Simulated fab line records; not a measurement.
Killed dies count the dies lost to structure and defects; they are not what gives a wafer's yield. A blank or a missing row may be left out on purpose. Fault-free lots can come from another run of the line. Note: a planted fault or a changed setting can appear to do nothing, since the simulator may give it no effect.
Which tool did it? / flow nand-harc / Sampling: 12 lots, 36 wafers, 6 of 1302 route steps

WHAT EACH GAUGE READ, for each wafer
NHARC_P_GATE_CD_MEAS_26: target cd 120 nm.
lot=L133; measured=day 6 01:52; on=cd-sem-02; cd-nm (nm)=120.3 119.5 119.9
lot=L135; measured=day 6 11:40; on=cd-sem-03; cd-nm (nm)=119.7 119.7 120.2
lot=L136; measured=day 6 14:35; on=cd-sem-02; cd-nm (nm)=121.2 120.6 120.9
lot=L138; measured=day 7 12:19; on=cd-sem-01; cd-nm (nm)=103.8 103.5 103.1
lot=L142; measured=day 9 02:37; on=cd-sem-02; cd-nm (nm)=120.5 120.2 120.2
lot=L144; measured=day 10 02:06; on=cd-sem-01; cd-nm (nm)=119.8 120.4 119.5
lot=L148; measured=day 11 16:56; on=cd-sem-03; cd-nm (nm)=120.9 119.6 119.3
lot=L149; measured=day 12 04:10; on=cd-sem-02; cd-nm (nm)=119.6 119.3 119.3
lot=L150; measured=day 12 16:05; on=cd-sem-03; cd-nm (nm)=120.2 121.0 120.4
lot=L151; measured=day 12 23:01; on=cd-sem-02; cd-nm (nm)=120.3 119.3 119.2
lot=L153; measured=day 13 17:32; on=cd-sem-03; cd-nm (nm)=121.4 120.5 120.7
lot=L154; measured=day 14 06:09; on=cd-sem-02; cd-nm (nm)=119.1 119.1 119.8

NHARC_END_SORT_01.
lot=L138; measured=day 26 06:03; on=prober-01; killed-at-array=83 93 58; killed-at-other=1 2 2; killed-at-periphery=28 68 74; killed-dies=112 163 134; killed-open=2 2 4; killed-short=5 9 3

WHICH TOOL RAN EACH LOT (tool, then ch and the chambers of the sampled wafers, then the start)
lot=L133; NHARC_P_STI_ETCH_31=rie-diel-03 ch 1,3, day 6 01:44 or earlier; NHARC_P_GATE_EXPOSE_23=arfi-scanner-02 ch 0, day 6 01:44; NHARC_P_GATE_ETCH_32=rie-si-02 ch 0,1, day 6 02:32; NHARC_P_GATE_ALD_36=ald-sin-04 ch 0,1,3, day 6 03:19
lot=L135; NHARC_P_STI_ETCH_31=rie-diel-06 ch 0,1,3, day 6 11:31 or earlier; NHARC_P_GATE_EXPOSE_23=arfi-scanner-01 ch 0, day 6 11:31; NHARC_P_GATE_ETCH_32=rie-si-06 ch 0,1, day 6 12:18; NHARC_P_GATE_ALD_36=ald-sin-03 ch 0,1,3, day 6 16:13
lot=L136; NHARC_P_STI_ETCH_31=rie-diel-06 ch 0,2, day 6 14:27 or earlier; NHARC_P_GATE_EXPOSE_23=arfi-scanner-02 ch 0, day 6 14:27; NHARC_P_GATE_ETCH_32=rie-si-01 ch 0,2, day 6 15:16; NHARC_P_GATE_ALD_36=ald-sin-01 ch 0,2,3, day 6 18:51
lot=L138; NHARC_P_STI_ETCH_31=rie-diel-06 ch 1,2,3, day 7 12:10 or earlier; NHARC_P_GATE_EXPOSE_23=arfi-scanner-02 ch 0, day 7 12:10; NHARC_P_GATE_ETCH_32=rie-si-02 ch 1,2, day 7 12:57; NHARC_P_GATE_ALD_36=ald-sin-03 ch 0,1,3, day 7 15:52
lot=L142; NHARC_P_STI_ETCH_31=rie-diel-03 ch 0,1, day 9 02:29 or earlier; NHARC_P_GATE_EXPOSE_23=arfi-scanner-01 ch 0, day 9 02:29; NHARC_P_GATE_ETCH_32=rie-si-06 ch 2,3, day 9 03:16; NHARC_P_GATE_ALD_36=ald-sin-01 ch 0,1,2, day 9 05:08
lot=L144; NHARC_P_STI_ETCH_31=rie-diel-12 ch 0,2,3, day 10 01:58 or earlier; NHARC_P_GATE_EXPOSE_23=arfi-scanner-03 ch 0, day 10 01:58; NHARC_P_GATE_ETCH_32=rie-si-01 ch 1,2,3, day 10 02:47; NHARC_P_GATE_ALD_36=ald-sin-03 ch 0,1,3, day 10 06:40
lot=L148; NHARC_P_STI_ETCH_31=rie-diel-06 ch 1,2,3, day 11 16:48 or earlier; NHARC_P_GATE_EXPOSE_23=arfi-scanner-01 ch 0, day 11 16:48; NHARC_P_GATE_ETCH_32=rie-si-02 ch 0,2, day 11 17:37; NHARC_P_GATE_ALD_36=ald-sin-01 ch 0,1,2, day 11 18:25
lot=L149; NHARC_P_STI_ETCH_31=rie-diel-12 ch 0,1, day 12 04:02 or earlier; NHARC_P_GATE_EXPOSE_23=arfi-scanner-01 ch 0, day 12 04:02; NHARC_P_GATE_ETCH_32=rie-si-06 ch 1,2,3, day 12 04:51; NHARC_P_GATE_ALD_36=ald-sin-04 ch 0,1,3, day 12 07:43
lot=L150; NHARC_P_STI_ETCH_31=rie-diel-06 ch 0,1,3, day 12 15:56 or earlier; NHARC_P_GATE_EXPOSE_23=arfi-scanner-03 ch 0, day 12 15:56; NHARC_P_GATE_ETCH_32=rie-si-01 ch 0,1,3, day 12 16:44; NHARC_P_GATE_ALD_36=ald-sin-03 ch 0,1,3, day 12 17:31
lot=L151; NHARC_P_STI_ETCH_31=rie-diel-12 ch 0,1,2, day 12 22:53 or earlier; NHARC_P_GATE_EXPOSE_23=arfi-scanner-03 ch 0, day 12 22:53; NHARC_P_GATE_ETCH_32=rie-si-06 ch 1,3, day 12 23:40; NHARC_P_GATE_ALD_36=ald-sin-01 ch 2,3, day 13 00:28
lot=L153; NHARC_P_STI_ETCH_31=rie-diel-03 ch 0,3, day 13 17:24 or earlier; NHARC_P_GATE_EXPOSE_23=arfi-scanner-02 ch 0, day 13 17:24; NHARC_P_GATE_ETCH_32=rie-si-06 ch 0,2,3, day 13 18:11; NHARC_P_GATE_ALD_36=ald-sin-03 ch 0,1,2, day 13 18:58
lot=L154; NHARC_P_STI_ETCH_31=rie-diel-06 ch 1,2, day 14 06:01 or earlier; NHARC_P_GATE_EXPOSE_23=arfi-scanner-02 ch 0, day 14 06:01; NHARC_P_GATE_ETCH_32=rie-si-02 ch 0,2,3, day 14 06:49; NHARC_P_GATE_ALD_36=ald-sin-01 ch 0,2,3, day 14 09:43
- NHARC_P_STI_ETCH_31: etches the open film in CF4/CHF3, target depth 108.9 nm, time 54.5 s.
- NHARC_P_GATE_EXPOSE_23: exposes mask P GATE, target cd 120 nm.
- NHARC_P_GATE_ETCH_32: etches the open film in HBr/Cl2, target depth 150 nm, time 100.1 s.
- NHARC_P_GATE_ALD_36: deposits SiNx, target thk 20 nm, pulse time 60 s, ald cycles 223.

WHAT THE TOOLS THEMSELVES READ (means of the sampled wafers that have a number; where no wafer has one, the mark that the record gives instead)
NHARC_P_STI_ETCH_31.
lot=L133; tool=rie-diel-03; chf3-flow-sccm (sccm)=29.97; drypump-motor-current-A (A)=4.9; oes-product-au (a.u.)=0.966; rf-vpp-V (V)=369.3; showerhead-plenum-p-Torr (Torr)=1.55; throttle-valve-pct (%)=16.796
lot=L135; tool=rie-diel-06; chf3-flow-sccm (sccm)=30.03; drypump-motor-current-A (A)=5.7; oes-product-au (a.u.)=0.978; rf-vpp-V (V)=372.3; showerhead-plenum-p-Torr (Torr)=1.65; throttle-valve-pct (%)=16.791
lot=L136; tool=rie-diel-06; chf3-flow-sccm (sccm)=30.01; drypump-motor-current-A (A)=5.2; oes-product-au (a.u.)=0.928; rf-vpp-V (V)=369.3; showerhead-plenum-p-Torr (Torr)=1.53; throttle-valve-pct (%)=16.807
lot=L138; tool=rie-diel-06; chf3-flow-sccm (sccm)=30.04; drypump-motor-current-A (A)=5.5; oes-product-au (a.u.)=0.987; rf-vpp-V (V)=372.0; showerhead-plenum-p-Torr (Torr)=1.61; throttle-valve-pct (%)=16.799
lot=L142; tool=rie-diel-03; chf3-flow-sccm (sccm)=29.89; drypump-motor-current-A (A)=5.2; oes-product-au (a.u.)=0.959; rf-vpp-V (V)=369.4; showerhead-plenum-p-Torr (Torr)=1.54; throttle-valve-pct (%)=16.798
lot=L144; tool=rie-diel-12; chf3-flow-sccm (sccm)=29.99; drypump-motor-current-A (A)=5.1; oes-product-au (a.u.)=0.969; rf-vpp-V (V)=371.1; showerhead-plenum-p-Torr (Torr)=1.59; throttle-valve-pct (%)=16.800
lot=L148; tool=rie-diel-06; chf3-flow-sccm (sccm)=30.07; drypump-motor-current-A (A)=5.5; oes-product-au (a.u.)=0.978; rf-vpp-V (V)=371.6; showerhead-plenum-p-Torr (Torr)=1.60; throttle-valve-pct (%)=16.803
lot=L149; tool=rie-diel-12; chf3-flow-sccm (sccm)=30.07; drypump-motor-current-A (A)=5.7; oes-product-au (a.u.)=0.978; rf-vpp-V (V)=371.5; showerhead-plenum-p-Torr (Torr)=1.60; throttle-valve-pct (%)=16.795
lot=L150; tool=rie-diel-06; chf3-flow-sccm (sccm)=30.00; drypump-motor-current-A (A)=5.6; oes-product-au (a.u.)=0.969; rf-vpp-V (V)=373.0; showerhead-plenum-p-Torr (Torr)=1.65; throttle-valve-pct (%)=16.804
lot=L151; tool=rie-diel-12; chf3-flow-sccm (sccm)=30.01; drypump-motor-current-A (A)=5.5; oes-product-au (a.u.)=0.973; rf-vpp-V (V)=371.8; showerhead-plenum-p-Torr (Torr)=1.58; throttle-valve-pct (%)=16.804
lot=L153; tool=rie-diel-03; chf3-flow-sccm (sccm)=30.04; drypump-motor-current-A (A)=5.1; oes-product-au (a.u.)=0.963; rf-vpp-V (V)=370.3; showerhead-plenum-p-Torr (Torr)=1.58; throttle-valve-pct (%)=16.794
lot=L154; tool=rie-diel-06; chf3-flow-sccm (sccm)=29.93; drypump-motor-current-A (A)=5.4; oes-product-au (a.u.)=0.924; rf-vpp-V (V)=371.5; showerhead-plenum-p-Torr (Torr)=1.61; throttle-valve-pct (%)=16.817

NHARC_P_GATE_ETCH_32.
lot=L133; tool=rie-si-02; drypump-motor-current-A (A)=5.5; oes-product-au (a.u.)=0.994; throttle-valve-pct (%)=26.408
lot=L135; tool=rie-si-06; drypump-motor-current-A (A)=6.4; oes-product-au (a.u.)=1.019; throttle-valve-pct (%)=26.408
lot=L136; tool=rie-si-01; drypump-motor-current-A (A)=6.2; oes-product-au (a.u.)=1.005; throttle-valve-pct (%)=26.398
lot=L138; tool=rie-si-02; drypump-motor-current-A (A)=6.2; oes-product-au (a.u.)=1.001; throttle-valve-pct (%)=26.407
lot=L142; tool=rie-si-06; drypump-motor-current-A (A)=5.8; oes-product-au (a.u.)=0.998; throttle-valve-pct (%)=26.390
lot=L144; tool=rie-si-01; drypump-motor-current-A (A)=6.1; oes-product-au (a.u.)=0.992; throttle-valve-pct (%)=26.404
lot=L148; tool=rie-si-02; drypump-motor-current-A (A)=5.5; oes-product-au (a.u.)=0.998; throttle-valve-pct (%)=26.399
lot=L149; tool=rie-si-06; drypump-motor-current-A (A)=5.9; oes-product-au (a.u.)=1.002; throttle-valve-pct (%)=26.411
lot=L150; tool=rie-si-01; drypump-motor-current-A (A)=6.3; oes-product-au (a.u.)=0.996; throttle-valve-pct (%)=26.410
lot=L151; tool=rie-si-06; drypump-motor-current-A (A)=5.9; oes-product-au (a.u.)=1.004; throttle-valve-pct (%)=26.400
lot=L153; tool=rie-si-06; drypump-motor-current-A (A)=6.0; oes-product-au (a.u.)=0.988; throttle-valve-pct (%)=26.401
lot=L154; tool=rie-si-02; drypump-motor-current-A (A)=5.7; oes-product-au (a.u.)=0.995; throttle-valve-pct (%)=26.400

NHARC_P_GATE_ALD_36.
lot=L133; tool=ald-sin-04; heater-power-w (W)=906; precursor-pulse-height-rel=1.003
lot=L135; tool=ald-sin-03; heater-power-w (W)=807; precursor-pulse-height-rel=0.999
lot=L136; tool=ald-sin-01; heater-power-w (W)=804; precursor-pulse-height-rel=0.990
lot=L138; tool=ald-sin-03; heater-power-w (W)=802; precursor-pulse-height-rel=1.012
lot=L142; tool=ald-sin-01; heater-power-w (W)=799; precursor-pulse-height-rel=0.990
lot=L144; tool=ald-sin-03; heater-power-w (W)=808; precursor-pulse-height-rel=0.990
lot=L148; tool=ald-sin-01; heater-power-w (W)=760; precursor-pulse-height-rel=1.019
lot=L149; tool=ald-sin-04; heater-power-w (W)=930; precursor-pulse-height-rel=0.985
lot=L150; tool=ald-sin-03; heater-power-w (W)=800; precursor-pulse-height-rel=1.019
lot=L151; tool=ald-sin-01; heater-power-w (W)=837; precursor-pulse-height-rel=1.016
lot=L153; tool=ald-sin-03; heater-power-w (W)=867; precursor-pulse-height-rel=1.017
lot=L154; tool=ald-sin-01; heater-power-w (W)=811; precursor-pulse-height-rel=0.987

THE ANSWER, worked out from the rows above alone
Rule: what is usual is taken from the lots themselves. Put in order of their means at a reading, lots are off if they are a third of the lots or fewer, leave a main group of 4 or more, and stand apart from it by a gap of 3 or more times the standard deviation of the main group's means; of several such gaps the widest counts. A main group is skipped when, at the precision printed for the reading in the tables above, its means are all equal. A lot without any number at a reading at which 4 lots or more have one is off too. Where the step has rows for the other lots, those lots are counted as sound. The gauges are gone through in route order, then the tools' own readings, and for those a lot's mean is taken as printed above. At the first step where some lot is off, the reading lying furthest off is the one used; lots without a number count as furthest.
Off: L138, at NHARC_P_GATE_CD_MEAS_26 (cd-nm). For the main group the mean is 120.0 nm and the standard deviation 0.51.
A tool fits if, at a process step before that reading, it ran every lot that is off, and no sound lot after the first of them. Gauges at NHARC_P_GATE_CD_MEAS_26: tried the same way as those tools. With no start given for some of its lots, NHARC_P_STI_ETCH_31 uses the hours and lot order of NHARC_P_GATE_EXPOSE_23. None of those tried fits.

WHAT THE SIMULATOR HAD INSERTED
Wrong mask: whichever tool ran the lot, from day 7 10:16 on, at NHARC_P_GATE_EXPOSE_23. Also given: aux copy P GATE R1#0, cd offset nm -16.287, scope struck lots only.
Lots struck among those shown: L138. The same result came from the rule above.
